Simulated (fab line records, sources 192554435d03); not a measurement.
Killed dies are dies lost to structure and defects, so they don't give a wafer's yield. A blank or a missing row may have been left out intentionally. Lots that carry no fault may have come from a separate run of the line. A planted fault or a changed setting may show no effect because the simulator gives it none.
fab line records -- flow n5-finfet -- part 1 of 2: steps 1 to 19 of 30
record: lots: 5, wafers: 15, last-day: 16
route steps=1938 shown SD_EPI_P@296
lots that met no fault: taken from a fault-free run of the same line
start-h: hours from the record's first day to the start of the lot's first wafer shown -- wait-h: hours from the lot's prior step to this one -- " identical to the entry in the row above -- L1.1+2: a single row standing in for several wafers -- - either no value or no given start -- * or withheld: withheld -- < > ~ a bound
route shown NAME@n: NAME is a module with steps in the file, n the number in the route of the first one -- usual: mean and standard deviation over wafers with no fault -- same: alike in all rows -- chamber/n: place in a boat -- sites: each site's reading -- _std_site: the standard deviation of these -- _edge_site: mean of outer sites minus mean of inner sites -- radius-mm: for every site, how far away it sits from the centre of the wafer -- mask NAME#n: copy n -- behind: the tool/chamber that last shaped the wafer -- hold: cause of the lot's hold/its duration in hours/its outcome -- device: names the non-switching transistor (n, p or np) -- end of line: the route-end tests of the same wafers -- step lacking rows: just its recipe -- killed: at the first sort, the dies lost to defects and structure; wafer yield is something else -- map: dies across one wafer; x = killed, . = not, _ = none there
set.NAME: the run value of the setting; set.NAME@STEP: its run value at that earlier step -- model.NAME: the simulator's own value behind a step, which no gauge read
lots seen at some steps along the route; tables by step, rows by wafer
services: from which hour (start-h, from the record's first day; less than 0 if before it) a tool's chamber was out of use, for how many hours, and why
== steps ==
step: N5_SD_EPI_P_COAT_35
recipe: resist: SiARC, temp-c: 220, time-s: 60, spin-rpm: 1500, resist-thk-nm: 35
usual: dispense-pressure-kPa: 45.8/2.5
lot.wafer,tool,chamber,start-h,wait-h,dispense-pressure-kPa
L074.1,litho-track-05,0,-,-,46.2
L074.5,litho-track-05,0,-,-,46.2
L074.6,litho-track-05,0,-,-,46.2
L080.1,litho-track-02,0,-,-,42.3
L080.3,litho-track-02,0,-,-,42.2
L080.6,litho-track-02,0,-,-,42.2
L083.1,litho-track-05,0,-,-,46.2
L083.3,litho-track-05,0,-,-,46.2
L083.4,litho-track-05,0,-,-,46.2
L086.2,litho-track-05,0,-,-,46.2
L086.5,litho-track-05,0,-,-,46.2
L086.6,litho-track-05,0,-,-,46.1
L089.1,litho-track-03,0,-,-,48.6
L089.4,litho-track-03,0,-,-,48.6
L089.5,litho-track-03,0,-,-,48.6
step: N5_SD_EPI_P_COAT_03
recipe: resist: CAR-ArF-block, spin-rpm: 1500, resist-thk-nm: 150
usual: dispense-pressure-kPa: 45.8/2.5
lot.wafer,tool,chamber,start-h,wait-h,dispense-pressure-kPa
L074.1,litho-track-05,0,-,-,46.2
L074.5,litho-track-05,0,-,-,46.1
L074.6,litho-track-05,0,-,-,46.2
L080.1,litho-track-02,0,-,-,42.2
L080.3,litho-track-02,0,-,-,42.2
L080.6,litho-track-02,0,-,-,42.2
L083.1,litho-track-05,0,-,-,46.2
L083.3,litho-track-05,0,-,-,46.2
L083.4,litho-track-05,0,-,-,46.2
L086.2,litho-track-05,0,-,-,46.2
L086.5,litho-track-05,0,-,-,46.2
L086.6,litho-track-05,0,-,-,46.2
L089.1,litho-track-03,0,-,-,48.5
L089.4,litho-track-03,0,-,-,48.5
L089.5,litho-track-03,0,-,-,48.5
step: N5_SD_EPI_P_EBR_05
recipe: solvent: PGMEA, ebr-width-mm: 1.5
lot.wafer,tool,chamber,start-h,wait-h
L074.1+5+6,litho-track-05,0,-,-
L080.1+3+6,litho-track-02,0,-,-
L083.1+3+4,litho-track-05,0,-,-
L086.2+5+6,litho-track-05,0,-,-
L089.1+4+5,litho-track-03,0,-,-
step: N5_SD_EPI_P_SOFTBAKE_04
recipe: temp-c: 110, time-s: 60, resist: CAR-ArF-block
lot.wafer,tool,chamber,start-h,wait-h
L074.1+5+6,litho-track-05,0,-,-
L080.1+3+6,litho-track-02,0,-,-
L083.1+3+4,litho-track-05,0,-,-
L086.2+5+6,litho-track-05,0,-,-
L089.1+4+5,litho-track-03,0,-,-
step: N5_SD_EPI_P_EXPOSE_06
recipe: mask-id: SD_P_BLK, na: 1.35, source-shape: conventional, sigma-outer: 0.8, polarization: unpolarized, target-cd-nm: 240, dose-mj: 39.5
usual: exposure-dose-mJ-cm2: 39.61/0.24
lot.wafer,tool,chamber,start-h,wait-h,mask,exposure-dose-mJ-cm2
L074.1,arfi-scanner-02,0,53.47,-,SD_P_BLK#0,39.53
L074.5,arfi-scanner-02,0,53.47,-,SD_P_BLK#0,39.46
L074.6,arfi-scanner-02,0,53.47,-,SD_P_BLK#0,39.52
L080.1,arfi-scanner-01,0,90.97,-,SD_P_BLK#0,40.01
L080.3,arfi-scanner-01,0,90.97,-,SD_P_BLK#0,40.02
L080.6,arfi-scanner-01,0,90.97,-,SD_P_BLK#0,39.96
L083.1,arfi-scanner-03,0,108.45,-,SD_P_BLK#0,39.44
L083.3,arfi-scanner-03,0,108.45,-,SD_P_BLK#0,39.54
L083.4,arfi-scanner-03,0,108.45,-,SD_P_BLK#0,39.51
L086.2,arfi-scanner-01,0,127.94,-,SD_P_BLK#0,40.00
L086.5,arfi-scanner-01,0,127.94,-,SD_P_BLK#0,39.96
L086.6,arfi-scanner-01,0,127.94,-,SD_P_BLK#0,39.99
L089.1,arfi-scanner-01,0,144.37,-,SD_P_BLK#0,39.96
L089.4,arfi-scanner-01,0,144.37,-,SD_P_BLK#0,39.95
L089.5,arfi-scanner-01,0,144.37,-,SD_P_BLK#0,39.96
step: N5_SD_EPI_P_PEB_07
recipe: peb-temp-c: 110, peb-time-s: 60, resist: CAR-ArF-block
lot.wafer,tool,chamber,start-h,wait-h
L074.1+5+6,litho-track-05,0,53.53,0.1
L080.1+3+6,litho-track-05,0,91.02,0.1
L083.1+3+4,litho-track-05,0,108.51,0.1
L086.2+5+6,litho-track-03,0,127.99,0.0
L089.1+4+5,litho-track-05,0,144.43,0.1
step: N5_SD_EPI_P_DEVELOP_08
recipe: develop-time-s: 30, developer: TMAH, resist: CAR-ArF-block, dev-temp-c: 23, rinse-liquid: diw, dry: air-spin
lot.wafer,tool,chamber,start-h,wait-h
L074.1+5+6,litho-track-05,0,-,-
L080.1+3+6,litho-track-05,0,-,-
L083.1+3+4,litho-track-05,0,-,-
L086.2+5+6,litho-track-03,0,-,-
L089.1+4+5,litho-track-05,0,-,-
step: N5_SD_EPI_P_CD_MEAS_09
recipe: target-cd-nm: 240, landing-energy-ev: 500, detector: se-inlens
usual: cd-nm: 240.4/0.8
same: landing-energy-ev: 500
lot.wafer,tool,chamber,start-h,wait-h,cd-nm
L074.1,cd-sem-01,0,53.60,-,241.7
L074.5,cd-sem-01,0,53.60,-,242.3
L074.6,cd-sem-01,0,53.60,-,241.4
L080.1,cd-sem-03,0,91.09,-,241.5
L080.3,cd-sem-03,0,91.09,-,240.9
L080.6,cd-sem-03,0,91.09,-,240.3
L083.1,cd-sem-03,0,108.57,-,240.2
L083.3,cd-sem-03,0,108.57,-,240.9
L083.4,cd-sem-03,0,108.57,-,241.0
L086.2,cd-sem-01,0,128.06,-,239.3
L086.5,cd-sem-01,0,128.06,-,239.1
L086.6,cd-sem-01,0,128.06,-,239.3
L089.1,cd-sem-02,0,144.50,-,241.3
L089.4,cd-sem-02,0,144.50,-,240.4
L089.5,cd-sem-02,0,144.50,-,241.1
step: N5_SD_EPI_P_OVL_MEAS_10
recipe: points-per-wafer: 44
usual: SD_P_BLK_OVL: 0.0/0.68
lot.wafer,tool,chamber,start-h,wait-h,SD_P_BLK_OVL[nm]
L074.1,overlay-02,0,53.63,0.0,0.7
L074.5,overlay-02,0,53.63,0.0,-0.2
L074.6,overlay-02,0,53.63,0.0,-0.2
L080.1,overlay-01,0,91.12,0.0,0.1
L080.3,overlay-01,0,91.12,0.0,-0.3
L080.6,overlay-01,0,91.12,0.0,-1.1
L083.1,overlay-01,0,108.60,0.0,-1.2
L083.3,overlay-01,0,108.60,0.0,-1.1
L083.4,overlay-01,0,108.60,0.0,0.4
L086.2,overlay-01,0,128.09,0.0,-0.3
L086.5,overlay-01,0,128.09,0.0,-0.3
L086.6,overlay-01,0,128.09,0.0,0.1
L089.1,overlay-02,0,144.53,0.0,-0.6
L089.4,overlay-02,0,144.53,0.0,0.4
L089.5,overlay-02,0,144.53,0.0,-0.2
step: N5_SD_EPI_P_INSPECT_11
recipe: mode: adi, inspect-instrument: macro
usual: raw-defect-count: 2.0/1.4
lot.wafer,tool,chamber,start-h,wait-h,raw-defect-count
L074.1,defect-inspect-02,-,53.65,0.0,1
L074.5,defect-inspect-02,-,53.65,0.0,2
L074.6,defect-inspect-02,-,53.65,0.0,3
L080.1,defect-inspect-01,-,91.14,0.0,6
L080.3,defect-inspect-01,-,91.14,0.0,3
L080.6,defect-inspect-01,-,91.14,0.0,0
L083.1,defect-inspect-01,-,108.63,0.0,1
L083.3,defect-inspect-01,-,108.63,0.0,2
L083.4,defect-inspect-01,-,108.63,0.0,2
L086.2,defect-inspect-01,-,128.11,0.0,3
L086.5,defect-inspect-01,-,128.11,0.0,2
L086.6,defect-inspect-01,-,128.11,0.0,0
L089.1,defect-inspect-02,-,144.55,0.0,2
L089.4,defect-inspect-02,-,144.55,0.0,1
L089.5,defect-inspect-02,-,144.55,0.0,3
step: N5_SD_EPI_P_DESCUM_14
recipe: chemistry: O2, time-s: 7.9, source-power-w: 50, bias-power-w: 20, pressure-mtorr: 20, rf-frequency-hz: 2.712e+07, temp-c: 40, resist: CAR-ArF-block, o2-flow-sccm: 225
usual: drypump-motor-current-A: 5.7/0.47, o2-flow-sccm: 225.1/0.7, oes-product-au: 0.77/0.07, rf-vpp-V: 243.0/1.5, showerhead-plenum-p-Torr: 2.09/0.069, temp-c: 40.00/0.1, throttle-valve-pct: 20.48/0.19
lot.wafer,tool,chamber,start-h,wait-h,drypump-motor-current-A,o2-flow-sccm,oes-product-au,rf-hours-counter-h,rf-vpp-V,showerhead-plenum-p-Torr,temp-c,throttle-valve-pct
L074.1,rie-diel-05,1,53.69,0.0,5.7,225.7,0.75,139,241.8,2.01,40.11,20.81
L074.5,rie-diel-05,0,53.69,0.0,5.9,226.1,0.90,-,244.9,2.21,39.91,20.35
L074.6,rie-diel-05,3,53.69,0.0,5.6,224.8,0.75,-,243.7,2.18,39.94,20.51
L080.1,rie-diel-01,3,91.18,0.0,5.0,224.9,0.73,166,240.0,2.02,39.95,20.54
L080.3,rie-diel-01,0,91.18,0.0,6.0,225.2,0.80,121,241.9,2.04,39.99,20.74
L080.6,rie-diel-01,3,91.18,0.0,5.0,224.5,0.74,-,240.6,2.02,39.96,20.54
L083.1,rie-diel-01,2,108.66,0.0,5.9,224.5,0.74,162,244.1,2.15,40.01,20.42
L083.3,rie-diel-01,1,108.66,0.0,6.5,226.0,0.96,19,244.3,2.14,40.16,20.22
L083.4,rie-diel-01,3,108.66,0.0,5.0,224.3,0.74,171,241.6,2.02,40.01,20.54
L086.2,rie-diel-01,2,128.15,0.0,5.9,224.2,0.73,169,243.6,2.15,39.92,20.42
L086.5,rie-diel-01,0,128.15,0.0,6.1,224.8,0.79,-,241.9,2.03,39.96,20.76
L086.6,rie-diel-01,3,128.15,0.0,5.0,224.3,0.73,-,242.2,2.02,40.14,20.56
L089.1,rie-diel-05,0,144.58,0.0,5.9,225.1,0.85,62,245.2,2.20,39.84,20.38
L089.4,rie-diel-05,3,144.58,0.0,5.6,225.0,0.72,207,245.0,2.17,40.18,20.53
L089.5,rie-diel-05,1,144.58,0.0,5.7,223.6,0.72,-,241.1,2.01,40.09,20.84
step: N5_SD_EPI_P_ETCH_36
recipe: chemistry: CF4, target: SiARC, target-depth-a: 455, mask-material: CAR-ArF-block, time-s: 75.8, ion-energy-ev: 80, pressure-mtorr: 40, source-w: 545, bias-w: 36, Ar_flow_sccm: 100, cf4-flow-sccm: 100, ends: cleared
usual: drypump-motor-current-A: 5.7/0.48, etch-rf-on-time-s: 76.3/1.4, oes-product-au: 0.66/0.055, rf-vpp-V: 184.0/1.2, showerhead-plenum-p-Torr: 2.14/0.075, throttle-valve-pct: 15.64/0.15
lot.wafer,tool,chamber,start-h,wait-h,drypump-motor-current-A,etch-rf-on-time-s,oes-product-au,rf-hours-counter-h,rf-vpp-V,showerhead-plenum-p-Torr,throttle-valve-pct
L074.1,rie-diel-05,1,53.72,0.0,5.7,78.3,0.63,139,183.1,2.06,15.93
L074.5,rie-diel-05,0,53.72,0.0,5.9,74.8,0.76,-,184.7,2.26,15.53
L074.6,rie-diel-05,3,53.72,0.0,5.6,75.7,0.63,-,185.2,2.21,15.60
L080.1,rie-diel-01,3,91.21,0.0,5.0,76.7,0.63,166,183.9,2.06,15.58
L080.3,rie-diel-01,0,91.21,0.0,6.0,77.0,0.68,121,183.3,2.07,15.75
L080.6,rie-diel-01,3,91.21,0.0,5.0,76.5,0.63,-,182.9,2.06,15.60
L083.1,rie-diel-01,2,108.70,0.0,6.0,77.4,0.63,162,184.0,2.23,15.79
L083.3,rie-diel-01,1,108.70,0.0,6.5,76.3,0.80,19,184.7,2.18,15.39
L083.4,rie-diel-01,3,108.70,0.0,5.0,75.1,0.63,171,183.4,2.06,15.61
L086.2,rie-diel-01,2,128.18,0.0,6.0,77.9,0.62,169,183.9,2.23,15.81
L086.5,rie-diel-01,0,128.18,0.0,6.0,76.5,0.68,-,182.1,2.06,15.79
L086.6,rie-diel-01,3,128.18,0.0,5.0,76.3,0.62,-,182.4,2.06,15.61
L089.1,rie-diel-05,0,144.62,0.0,5.9,75.5,0.73,62,185.5,2.25,15.58
L089.4,rie-diel-05,3,144.62,0.0,5.6,75.8,0.61,207,183.6,2.20,15.64
L089.5,rie-diel-05,1,144.62,0.0,5.7,79.2,0.62,-,182.4,2.06,15.96
step: N5_SD_EPI_P_ETCH_37
recipe: chemistry: N2/H2, target: SOC, overetch-a: 1080, mask-material: SiARC, temp-c: 40, ion-energy-ev: 100, source-w: 3000, bias-w: 133, pressure-mtorr: 20, time-s: 486, n2-flow-sccm: 200, h2-flow-sccm: 200, ends: end-point
usual: drypump-motor-current-A: 5.7/0.47, oes-product-au: 0.69/0.057, rf-vpp-V: 240.6/1.4, showerhead-plenum-p-Torr: 2.53/0.093, temp-c: 40.00/0.11, throttle-valve-pct: 23.86/0.24
lot.wafer,tool,chamber,start-h,wait-h,drypump-motor-current-A,oes-product-au,rf-hours-counter-h,rf-vpp-V,showerhead-plenum-p-Torr,temp-c,throttle-valve-pct
L074.1,rie-diel-05,1,53.78,0.0,5.7,0.67,139,240.1,2.43,40.05,24.37
L074.5,rie-diel-05,0,53.78,0.0,5.9,0.80,-,243.5,2.69,40.14,23.59
L074.6,rie-diel-05,3,53.78,0.0,5.6,0.66,-,241.0,2.64,39.96,23.91
L080.1,rie-diel-01,3,91.27,0.0,5.0,0.66,166,240.1,2.44,39.99,24.17
L080.3,rie-diel-01,0,91.27,0.0,6.0,0.72,122,239.4,2.44,39.93,23.78
L080.6,rie-diel-01,3,91.27,0.0,5.0,0.66,-,238.6,2.44,40.00,24.19
L083.1,rie-diel-01,2,108.75,0.0,5.9,0.68,162,242.6,2.64,40.09,23.72
L083.3,rie-diel-01,1,108.75,0.0,6.5,0.83,19,242.2,2.60,39.90,23.89
L083.4,rie-diel-01,3,108.75,0.0,5.0,0.66,171,238.7,2.43,39.98,24.18
L086.2,rie-diel-01,2,128.24,0.0,6.0,0.67,169,243.1,2.63,39.90,23.73
L086.5,rie-diel-01,0,128.24,0.0,6.0,0.71,-,240.3,2.44,39.95,23.82
L086.6,rie-diel-01,3,128.24,0.0,5.0,0.65,-,239.7,2.43,40.18,24.17
L089.1,rie-diel-05,0,144.67,0.0,5.9,0.76,62,242.4,2.68,40.02,23.64
L089.4,rie-diel-05,3,144.67,0.0,5.6,0.64,207,241.7,2.63,40.00,23.91
L089.5,rie-diel-05,1,144.67,0.0,5.7,0.66,-,239.9,2.42,39.95,24.41
step: N5_SD_EPI_P_STRIP_38
recipe: chemistry: N2/H2, temp-c: 40, n2-flow-sccm: 200, h2-flow-sccm: 200, rf-frequency-hz: 6e+07
lot.wafer,tool,chamber,start-h,wait-h
L074.1+5+6,rie-diel-05,"1,0,3",54.09,0.2
L080.1+3+6,rie-diel-01,"3,0,3",91.58,0.2
L083.1+3+4,rie-diel-01,"2,1,3",109.07,0.2
L086.2+5+6,rie-diel-01,"2,0,3",128.55,0.2
L089.1+4+5,rie-diel-05,"0,3,1",144.99,0.2
step: N5_SD_EPI_P_ETCHBACK_46
recipe: chemistry: CH3F/O2, mode: anisotropic-etchback, target: SiNx, target-depth-a: 175, stop-on: SiO2, over-etch-frac: 0.3, ion-energy-ev: 120, pressure-mtorr: 30, source-w: 395, bias-w: 73, Ar_flow_sccm: 150, CH3F_flow_sccm: 30, O2_flow_sccm: 20
usual: O2_flow_sccm: 20.01/0.06, drypump-motor-current-A: 5.7/0.47, oes-product-au: 0.66/0.055, rf-vpp-V: 299/5.5, showerhead-plenum-p-Torr: 2.00/0.075, throttle-valve-pct: 16.39/0.17
same: over-etch-frac: 0.3
lot.wafer,tool,chamber,start-h,wait-h,O2_flow_sccm,drypump-motor-current-A,oes-product-au,rf-hours-counter-h,rf-vpp-V,showerhead-plenum-p-Torr,throttle-valve-pct
L074.1,rie-diel-05,1,54.10,0.0,19.92,5.7,0.65,139,303,1.93,16.69
L074.5,rie-diel-05,0,54.10,0.0,20.09,5.9,0.76,-,311,2.12,16.31
L074.6,rie-diel-05,3,54.10,0.0,19.93,5.6,0.63,-,301,2.08,16.39
L080.1,rie-diel-01,3,91.59,0.0,20.11,5.0,0.63,166,299,1.92,16.35
L080.3,rie-diel-01,0,91.59,0.0,20.03,6.0,0.69,122,296,1.93,16.48
L080.6,rie-diel-01,3,91.59,0.0,19.93,5.0,0.62,-,297,1.92,16.38
L083.1,rie-diel-01,2,109.08,0.0,20.06,6.0,0.64,162,308,2.09,16.52
L083.3,rie-diel-01,1,109.08,0.0,20.02,6.5,0.80,19,296,2.03,16.07
L083.4,rie-diel-01,3,109.08,0.0,20.03,5.0,0.62,171,297,1.92,16.37
L086.2,rie-diel-01,2,128.56,0.0,20.05,6.0,0.63,169,309,2.08,16.56
L086.5,rie-diel-01,0,128.56,0.0,19.96,6.0,0.68,-,297,1.92,16.50
L086.6,rie-diel-01,3,128.56,0.0,20.03,5.0,0.62,-,298,1.92,16.38
L089.1,rie-diel-05,0,145.00,0.0,20.00,5.9,0.72,63,311,2.11,16.35
L089.4,rie-diel-05,3,145.00,0.0,20.03,5.6,0.61,207,300,2.07,16.45
L089.5,rie-diel-05,1,145.00,0.0,20.13,5.7,0.62,-,301,1.92,16.74
step: N5_SD_EPI_P_ETCH_47
recipe: chemistry: CH3F/O2, target: SiOCN, target-depth-a: 250, mask-material: SOC, ion-energy-ev: 60, bias-w: 29, pressure-mtorr: 30, source-w: 410, Ar_flow_sccm: 150, CH3F_flow_sccm: 30, O2_flow_sccm: 20
usual: O2_flow_sccm: 20.00/0.063, drypump-motor-current-A: 5.7/0.47, oes-product-au: 0.77/0.067, rf-vpp-V: 128.2/2.4, showerhead-plenum-p-Torr: 2.00/0.075, throttle-valve-pct: 16.36/0.17
lot.wafer,tool,chamber,start-h,wait-h,O2_flow_sccm,drypump-motor-current-A,oes-product-au,rf-hours-counter-h,rf-vpp-V,showerhead-plenum-p-Torr,throttle-valve-pct
L074.1,rie-diel-05,1,54.20,0.1,20.06,5.7,0.74,139,128.8,1.93,16.67
L074.5,rie-diel-05,0,54.20,0.1,20.02,5.8,0.90,-,132.8,2.12,16.30
L074.6,rie-diel-05,3,54.20,0.1,19.96,5.6,0.73,-,128.1,2.08,16.37
L080.1,rie-diel-01,3,91.69,0.1,20.00,5.0,0.73,166,128.3,1.92,16.34
L080.3,rie-diel-01,0,91.69,0.1,20.02,6.0,0.80,122,125.1,1.93,16.45
L080.6,rie-diel-01,3,91.69,0.1,20.02,5.0,0.74,-,126.7,1.92,16.34
L083.1,rie-diel-01,2,109.18,0.1,19.91,5.9,0.74,162,131.6,2.08,16.51
L083.3,rie-diel-01,1,109.18,0.1,19.90,6.5,0.93,19,126.6,2.03,16.04
L083.4,rie-diel-01,3,109.18,0.1,20.05,5.0,0.73,171,127.6,1.92,16.35
L086.2,rie-diel-01,2,128.66,0.1,20.01,6.0,0.74,169,131.8,2.08,16.53
L086.5,rie-diel-01,0,128.66,0.1,19.90,6.0,0.79,-,127.4,1.92,16.46
L086.6,rie-diel-01,3,128.66,0.1,19.92,5.0,0.73,-,128.8,1.92,16.35
L089.1,rie-diel-05,0,145.10,0.1,20.06,5.8,0.85,63,133.4,2.11,16.33
L089.4,rie-diel-05,3,145.10,0.1,19.94,5.6,0.72,207,130.3,2.07,16.42
L089.5,rie-diel-05,1,145.10,0.1,20.02,5.7,0.72,-,130.5,1.92,16.72
step: N5_SD_EPI_P_ETCH_16
recipe: chemistry: CHF3/O2, target: SiO2, target-depth-a: 50, mask-material: SOC, pressure-mtorr: 30, source-w: 650, bias-w: 170, Ar_flow_sccm: 200, CHF3_flow_sccm: 50, O2_flow_sccm: 5, ion-energy-ev: 200
usual: O2_flow_sccm: 5.001/0.014, drypump-motor-current-A: 5.7/0.47, oes-product-au: 0.77/0.067, rf-vpp-V: 527/9.6, showerhead-plenum-p-Torr: 2.41/0.086, throttle-valve-pct: 18.93/0.17
lot.wafer,tool,chamber,start-h,wait-h,O2_flow_sccm,drypump-motor-current-A,oes-product-au,rf-hours-counter-h,rf-vpp-V,showerhead-plenum-p-Torr,throttle-valve-pct
L074.1,rie-diel-05,1,54.30,0.1,5.019,5.7,0.75,139,534,2.33,19.28
L074.5,rie-diel-05,0,54.30,0.1,4.997,5.8,0.90,-,547,2.55,18.84
L074.6,rie-diel-05,3,54.30,0.1,5.004,5.6,0.73,-,531,2.51,18.97
L080.1,rie-diel-01,3,91.79,0.1,4.995,5.0,0.74,166,524,2.32,18.90
L080.3,rie-diel-01,0,91.79,0.1,4.992,6.0,0.81,122,522,2.32,19.04
L080.6,rie-diel-01,3,91.79,0.1,5.011,5.0,0.74,-,525,2.32,18.90
L083.1,rie-diel-01,2,109.28,0.1,5.004,6.0,0.74,162,544,2.51,19.07
L083.3,rie-diel-01,1,109.28,0.1,5.010,6.5,0.92,19,523,2.44,18.64
L083.4,rie-diel-01,3,109.28,0.1,5.017,5.0,0.74,171,523,2.32,18.91
L086.2,rie-diel-01,2,128.76,0.1,5.001,6.0,0.73,169,544,2.50,19.08
L086.5,rie-diel-01,0,128.76,0.1,5.001,6.0,0.79,-,521,2.32,19.06
L086.6,rie-diel-01,3,128.76,0.1,4.991,5.0,0.73,-,525,2.31,18.92
L089.1,rie-diel-05,0,145.20,0.1,4.998,5.8,0.86,63,546,2.54,18.90
L089.4,rie-diel-05,3,145.20,0.1,5.017,5.6,0.71,207,531,2.50,19.01
L089.5,rie-diel-05,1,145.20,0.1,4.991,5.7,0.72,-,533,2.32,19.33
step: N5_SD_EPI_P_STRIP_50
recipe: chemistry: CHF3/O2, resist: SiARC, rf-frequency-hz: 6e+07
lot.wafer,tool,chamber,start-h,wait-h
L074.1+5+6,rie-diel-05,"1,0,3",54.34,0.0
L080.1+3+6,rie-diel-01,"3,0,3",91.83,0.0
L083.1+3+4,rie-diel-01,"2,1,3",109.32,0.0
L086.2+5+6,rie-diel-01,"2,0,3",128.80,0.0
L089.1+4+5,rie-diel-05,"0,3,1",145.24,0.0
step: N5_SD_EPI_P_SD_RECESS_17
recipe: chemistry: HBr/Cl2/O2, target-depth-a: 391, bt-time-s: 3, pressure-mtorr: 10, icp-w: 800, bias-w: 112, HBr_flow_sccm: 150, Cl2_flow_sccm: 80, O2_flow_sccm: 12
usual: O2_flow_sccm: 12.00/0.037, drypump-motor-current-A: 5.8/0.49, oes-product-au: 1.006/0.013, throttle-valve-pct: 36.9/0.42
lot.wafer,tool,chamber,start-h,wait-h,O2_flow_sccm,drypump-motor-current-A,oes-product-au,rf-hours-counter-h,throttle-valve-pct
L074.1,rie-si-06,0,54.37,0.0,11.99,5.8,1.003,160,37.0
L074.5,rie-si-06,0,54.37,0.0,12.00,5.8,1.014,-,37.0
L074.6,rie-si-06,1,54.37,0.0,12.01,4.9,1.014,-,37.2
L080.1,rie-si-01,2,91.87,0.0,11.96,5.5,1.004,68,36.0
L080.3,rie-si-01,0,91.87,0.0,12.00,5.6,1.017,123,37.2
L080.6,rie-si-01,0,91.87,0.0,11.98,5.7,1.028,-,37.2
L083.1,rie-si-06,2,109.35,0.0,12.05,5.9,1.002,147,37.3
L083.3,rie-si-06,1,109.35,0.0,12.01,4.9,1.004,172,37.2
L083.4,rie-si-06,3,109.35,0.0,11.99,5.5,1.016,-,37.1
L086.2,rie-si-05,3,128.83,0.0,12.04,5.4,0.996,113,37.4
L086.5,rie-si-05,1,128.83,0.0,12.06,5.6,0.999,-,36.5
L086.6,rie-si-05,2,128.83,0.0,11.97,6.8,1.003,-,36.8
L089.1,rie-si-06,2,145.27,0.0,12.08,5.9,1.003,148,37.3
L089.4,rie-si-06,3,145.27,0.0,12.01,5.4,1.010,66,37.1
L089.5,rie-si-06,3,145.27,0.0,12.01,5.5,1.018,-,37.1
